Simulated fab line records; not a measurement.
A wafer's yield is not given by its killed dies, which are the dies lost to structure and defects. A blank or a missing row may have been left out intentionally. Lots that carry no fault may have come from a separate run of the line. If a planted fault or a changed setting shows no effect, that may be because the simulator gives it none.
A lot that was struck, set against a sound lot | flow n5 finfet | 13 steps out of a route of 1938
Sound: the wafers L537.1, L537.3, L537.5. Struck: wafers L547.1, L547.5, L547.6. The cause is named last.
Each step with rows lists, per side, the tool, then ch with its chambers, then its first start. Under that, the readings that differ: sound wafers | struck wafers | difference of the means | sigmas: that difference in standard deviations of wafers without a fault.
alike: readings with means less than 2 such deviations apart, plus words and numbers identical on both sides. not compared: withheld readings, readings lacking a value on some wafer, bounds such as >300 that could conceal the same value, and numbers that have no deviation in the record and whose values overlap.
The two part at a step that has a row with sigmas, a row that says differs or no value, or rows on one side only. Numbers that don't overlap but have no deviation are shown without sigmas and don't part them. A reading missing from all wafers of one side parts the sides only when that side holds two or more wafers.

first, 9 steps without rows for these wafers: N5_BEOL_M3_EBR_24; N5_BEOL_M3_SOFTBAKE_23 (time 60 s); N5_BEOL_M3_EXPOSE_25 (exposes mask V2, defocus 5 nm); N5_BEOL_M3_PEB_26 (peb time 60 s); N5_BEOL_M3_DEVELOP_27 (develop time 30 s); N5_BEOL_M3_DESCUM_33 (chemistry O2, time 7 s); N5_BEOL_M3_ETCH_77 (etches underlayer in N2/H2, target depth 6.5 nm, time 5.2 s); N5_BEOL_M3_ETCH_69 (etches SiARC in CF4, target depth 15.6 nm, time 26 s); N5_BEOL_M3_ALD_98 (deposits SiO2, target thk 2.5 nm, pulse time 1 s, co reactant pulse time 1 s).
N5_BEOL_M3_ETCHBACK_99: etches SiO2 in CHF3, target depth 5 nm, time 10.4 s.
  sound on rie diel-01 ch 1,3, day 10 13:37; struck on rie diel-01 ch 0,1, day 13 00:45
  reading               | sound          | struck         | difference | sigmas
  oes product au (a.u.) | 0.94 0.77 0.77 | 1.14 1.15 1.12 | +0.31      | +3
  alike: CHF3_flow_sccm, chamber pressure mTorr, drypump motor current A, oes_ar_750_au, oes_f_703_au, rf vpp V, showerhead plenum p Torr, throttle valve pct
  not compared: rf hours counter h
then, 1 step without rows for these wafers: N5_BEOL_M3_ETCH_70 (etches SOC in N2/H2, target depth 80 nm, overetch 16 nm, time 120 s).
N5_BEOL_M4_RC_MEAS_101:
  sound on prober-01 ch 0, day 11 08:23; struck on prober-01 ch 0, day 13 16:14
  alike: DIBL_N, DIBL_P, IOFF_N, IOFF_P, ION_N, ION_P, SS_N, SS_P, VT_N, VT_P
-- record jumps: 5 days separate the struck wafers' starts on either side; left off in module BEOL_M4, taken up again in module PASSIVATION, whose first shown step is the route's number 1936 --
N5_PASSIVATION_PROBE_49:
  struck on prober-02, day 18 09:47; sound on prober-02, day 15 21:12
  reading             | sound | struck   | difference | sigmas
  killed at front end | 24    | 50 46 46 | +23        | +2
  alike: defect limited yield, killed_at_M0_to_M3, killed_at_M4_up, killed at contacts, killed at other, killed dies, killed open, killed short, sort_bin_5_function, sort_bin_6_memory, sort n pass, sort yield pct

WHERE THEY PART
First at N5_BEOL_M3_ETCHBACK_99; last, within this record, at N5_PASSIVATION_PROBE_49.

WHY: the cause the simulator had injected
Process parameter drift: rie diel-01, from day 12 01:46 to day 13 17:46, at N5_BEOL_M3_ETCHBACK_99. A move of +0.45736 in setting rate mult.
